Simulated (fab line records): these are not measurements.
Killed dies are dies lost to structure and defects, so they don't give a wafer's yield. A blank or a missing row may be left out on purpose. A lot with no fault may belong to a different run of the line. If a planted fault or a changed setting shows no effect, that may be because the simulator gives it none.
A struck lot beside a sound one    flow n5-finfet    42 out of 1938 route steps
Sound: these wafers, L600.1, L600.3, L600.4. Struck: wafers L592.4, L592.5, L592.6. The cause is given at the end.
Per side, at each step with rows, come the tool, then ch with its chambers, and then its first start. Under that, the readings that differ: sound wafers    struck wafers    difference of the means    sigmas: that difference in standard deviations of wafers without a fault.
alike: readings whose means differ by less than 2 such deviations, and words and numbers that are the same on both sides. not compared: withheld readings, readings that some wafer has no value for, bounds like >300 that may hide the same value, and numbers for which the record gives no deviation and whose values overlap.
The two part at a step that has a row with sigmas, a row that says differs or no value, or rows on one side only. When numbers do not overlap yet have no deviation, they are printed without sigmas and do not part them. A reading missing from all wafers of one side parts the sides only when that side holds two or more wafers.

first, 11 steps without rows for these wafers: N5_SD_EPI_N_DESCUM_14 (chemistry O2, time 7.9 s); N5_SD_EPI_N_ETCH_34 (etches SiARC in CF4, target depth 45.5 nm, time 75.8 s); N5_SD_EPI_N_ETCH_35 (etches SOC in N2/H2, overetch 108 nm, time 486 s); N5_SD_EPI_N_STRIP_36 (strips in N2/H2); N5_SD_EPI_N_ETCHBACK_44 (etches SiNx in CH3F/O2, stops on SiO2, target depth 14.5 nm); N5_SD_EPI_N_ETCH_45 (etches SiOCN in CH3F/O2, target depth 6 nm); N5_SD_EPI_N_ETCH_16 (etches SiO2 in CHF3/O2, target depth 5 nm); N5_SD_EPI_N_STRIP_47 (strips in CHF3/O2); N5_SD_EPI_N_SD_RECESS_17 (chemistry HBr/Cl2/O2, target depth 41 nm, time 23.7 s, bt time 3 s); N5_SD_EPI_N_STRIP_38 (strips in N2/H2); N5_SD_EPI_N_WET_ETCH_43 (etches SiO2 in dHF, time 14 s, target depth 1.5 nm).
N5_SD_EPI_N_STRIP_18: strips in SPM, time 750 s.
  sound on wet-bench-06 ch 0,1,2, day 8 05:00; struck on wet-bench-04 ch 1,4,5, day 6 08:38
then, 8 steps without rows for these wafers: N5_SD_EPI_N_SRD_20 (time 30 s); N5_SD_EPI_N_PRECLEAN_48 (cleans in NF3:NH3, afs cycles 2, time 20 s, sublimation time 60 s); N5_SD_EPI_N_VAPOR_ETCH_50 (etches Si in HCl, time 54 s); N5_SD_EPI_N_EPI_21 (deposits Si:P, time 690 s); N5_SD_EPI_N_PRECLEAN_24 (cleans in O3/DIW, time 60 s); N5_SD_EPI_N_SRD_25 (time 30 s); N5_SD_EPI_N_PRECLEAN_49 (cleans in NF3:NH3, afs cycles 1, time 20 s, sublimation time 60 s); N5_SD_EPI_N_LINER_46 (material SiNx, target thk 3 nm).
N5_SD_EPI_N_INSPECT_26: inspects for defects (darkfield).
  sound: defect-inspect-02 at day 8 08:04; struck: defect-inspect-01 at day 6 11:45
reading           sound        struck       difference  sigmas
raw-defect-count  189 201 181  579 565 479  +351        +10
then, 8 steps without rows for these wafers: N5_SD_EPI_P_COAT_34 (time 60 s, resist thk 350 nm); N5_SD_EPI_P_COAT_35 (time 60 s, resist thk 35 nm); N5_SD_EPI_P_COAT_03 (resist thk 150 nm); N5_SD_EPI_P_EBR_05; N5_SD_EPI_P_SOFTBAKE_04 (time 60 s); N5_SD_EPI_P_EXPOSE_06 (exposes mask SD P BLK, target cd 240 nm); N5_SD_EPI_P_PEB_07 (peb time 60 s); N5_SD_EPI_P_DEVELOP_08 (develop time 30 s).
N5_SD_EPI_P_INSPECT_11: inspects for defects (macro).
  sound: defect-inspect-02 at day 8 08:31; struck: defect-inspect-02 at day 6 12:12
reading           sound  struck          difference  sigmas
raw-defect-count  1 2 0  >300 >300 >300  differs     
then, 8 steps without rows for these wafers: N5_SD_EPI_P_DESCUM_14 (chemistry O2, time 7.9 s); N5_SD_EPI_P_ETCH_36 (etches SiARC in CF4, target depth 45.5 nm, time 75.8 s); N5_SD_EPI_P_ETCH_37 (etches SOC in N2/H2, overetch 108 nm, time 486 s); N5_SD_EPI_P_STRIP_38 (strips in N2/H2); N5_SD_EPI_P_ETCHBACK_46 (etches SiNx in CH3F/O2, stops on SiO2, target depth 17.5 nm); N5_SD_EPI_P_ETCH_47 (etches SiOCN in CH3F/O2, target depth 25 nm); N5_SD_EPI_P_ETCH_16 (etches SiO2 in CHF3/O2, target depth 5 nm); N5_SD_EPI_P_STRIP_50 (strips in CHF3/O2).
N5_SD_EPI_P_INSPECT_26: inspects for defects (darkfield).
  sound: defect-inspect-01 at day 8 12:24; struck: defect-inspect-01 at day 6 16:08
reading           sound        struck       difference  sigmas
raw-defect-count  147 163 141  539 542 434  +355        +10
N5_SD_ACTIVATION_INSPECT_02: inspects for defects (darkfield).
  sound: defect-inspect-02 at day 8 13:21; struck: defect-inspect-01 at day 6 16:58
reading           sound        struck       difference  sigmas
raw-defect-count  151 179 141  542 547 459  +359        +10
-- the record jumps here: 6 days lie between the struck wafers' starts before and after (it left off in module SD_ACTIVATION and takes up again in module BEOL_M4, whose first step shown is number 1111 of the route) --
N5_BEOL_M4_RC_MEAS_101:
  sound on prober-02 ch 0, day 14 17:16; struck on prober-02 ch 0, day 12 13:23
  alike: DIBL_N, DIBL_P, IOFF_N, IOFF_P, ION_N, ION_P, SS_N, SS_P, VT_N, VT_P
-- record jumps: 4 days separate the struck wafers' starts on either side; left off in module BEOL_M4, taken up again in module PASSIVATION, whose first shown step is the route's number 1936 --
N5_PASSIVATION_PROBE_49:
  record: rows for the struck wafers here (prober-02, day 16 21:09), none for the sound ones

== WHERE THEY PART ==
At N5_SD_EPI_N_INSPECT_26 first; at N5_PASSIVATION_PROBE_49 last (within this record only).

WHY: what had been put in by the simulator
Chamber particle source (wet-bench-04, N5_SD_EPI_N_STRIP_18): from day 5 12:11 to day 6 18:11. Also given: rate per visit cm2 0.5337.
